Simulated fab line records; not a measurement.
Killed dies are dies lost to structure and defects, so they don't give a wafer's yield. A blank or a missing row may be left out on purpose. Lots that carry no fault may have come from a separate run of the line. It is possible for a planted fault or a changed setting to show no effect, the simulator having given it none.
A lot that was struck, set against a sound lot    flow n5-finfet    15 out of 1938 route steps
Sound: wafers L799.3, L799.4, L799.5. Wafers struck: L812.1, L812.3, L812.5. The cause is named last.
Order at every step that has rows: each side's tool, ch and its chambers, its first start. Under that, the readings that differ: sound wafers    struck wafers    difference of the means    sigmas: that difference in standard deviations of wafers without a fault.
alike: a reading whose means differ by less than 2 such deviations, as well as words and numbers matching on both sides. not compared: withheld readings; readings where some wafer has no value; bounds like >300 that might hide an equal value; numbers whose values overlap and for which the record gives no deviation.
A row with sigmas, a row that says differs or no value, or rows on one side alone: a step with any of these is where the two part. Numbers that have no deviation but don't overlap get no sigmas and don't part them. Lack of a reading on every wafer of one side parts them only where that side has two or more wafers.

N5_MOL_CONTACT_COAG_CD_MEAS_99: the cd target is 17.2 nm.
  struck on cd-sem-02, day 8 23:41; sound on cd-sem-01, day 5 17:20
  alike: cd-nm
then, 2 steps without rows for these wafers: N5_MOL_CONTACT_COAG_IMPLANT_129; N5_MOL_CONTACT_COAG_PRECLEAN_111 (cleans in NF3:NH3, afs cycles 1, time 20 s, sublimation time 60 s).
N5_MOL_CONTACT_COAG_TI_SIL_19: material Ti, target thk 4.2 nm, time 15 s.
  struck on pvd-sputter-01, day 9 03:33; sound on pvd-sputter-03, day 5 18:11
reading                 sound           struck          difference  sigmas
throttle-valve-pct (%)  32.3 31.1 32.3  28.2 30.2 28.3  -3.0        -2
N5_MOL_CONTACT_COAG_ALD_20: deposits TiN, target thk 1.5 nm, pulse time 1 s, purge time 3 s.
  sound on ald-metal-03 ch 2,3, day 5 18:18; struck on ald-metal-01 ch 1,2,3, day 9 03:40
  alike: heater-power-w, precursor-pulse-height-rel
N5_MOL_CONTACT_COAG_SIL_ANNEAL_21: time 60 s.
  sound on rtp-anneal-01 ch 0, day 5 18:44; struck on rtp-anneal-01 ch 0, day 9 04:02
  alike: lamp-power-pct, lamp_zone_7_pct, wafer_temp_C_max
then, 2 steps without rows for these wafers: N5_MOL_CONTACT_COAG_PRE_CLEAN_141 (time 60 s); N5_MOL_CONTACT_COAG_SPUTTER_143 (material Co, target thk 2.5 nm).
N5_MOL_CONTACT_COAG_CO_FILL_22: material Co, precursor CCTBA/H2, target thk 20 nm.
  sound on cvd-co-01 ch 0,2, day 5 19:05; struck on cvd-co-01 ch 0,2, day 9 04:28
  alike: heater-power-w
N5_MOL_CONTACT_COAG_ANNEAL_113: time 300 s.
  sound on rtp-anneal-02 ch 0, day 5 20:07; struck on rtp-anneal-01 ch 0, day 9 05:05
reading              sound           struck          difference  sigmas
lamp_zone_7_pct (%)  2.81 2.81 2.81  3.30 3.30 3.30  +0.49       +2
  alike: lamp-power-pct, wafer_temp_C_max
then, 2 steps without rows for these wafers: N5_MOL_CONTACT_COAG_PRE_CLEAN_142 (time 60 s); N5_MOL_CONTACT_COAG_SPUTTER_130 (material Co, target thk 47.5 nm).
N5_MOL_CONTACT_COAG_PRECLEAN_125: cleans in DIW, time 57.5 s.
  sound on wet-bench-06 ch 0,5,6, day 5 22:55; struck on wet-bench-01 ch 2,3,5, day 9 06:50
  alike: run-length-s
then, 2 steps without rows for these wafers: N5_MOL_CONTACT_COAG_SRD_126 (dry time 32 s); N5_PASSIVATION_PROBE_49.

WHERE THEY PART
Last at N5_MOL_CONTACT_COAG_ANNEAL_113 as far as this record goes, first at N5_MOL_CONTACT_COAG_TI_SIL_19. Later steps at which nothing parts them and some readings are alike: N5_MOL_CONTACT_COAG_PRECLEAN_125.

WHY: what the simulator had put in
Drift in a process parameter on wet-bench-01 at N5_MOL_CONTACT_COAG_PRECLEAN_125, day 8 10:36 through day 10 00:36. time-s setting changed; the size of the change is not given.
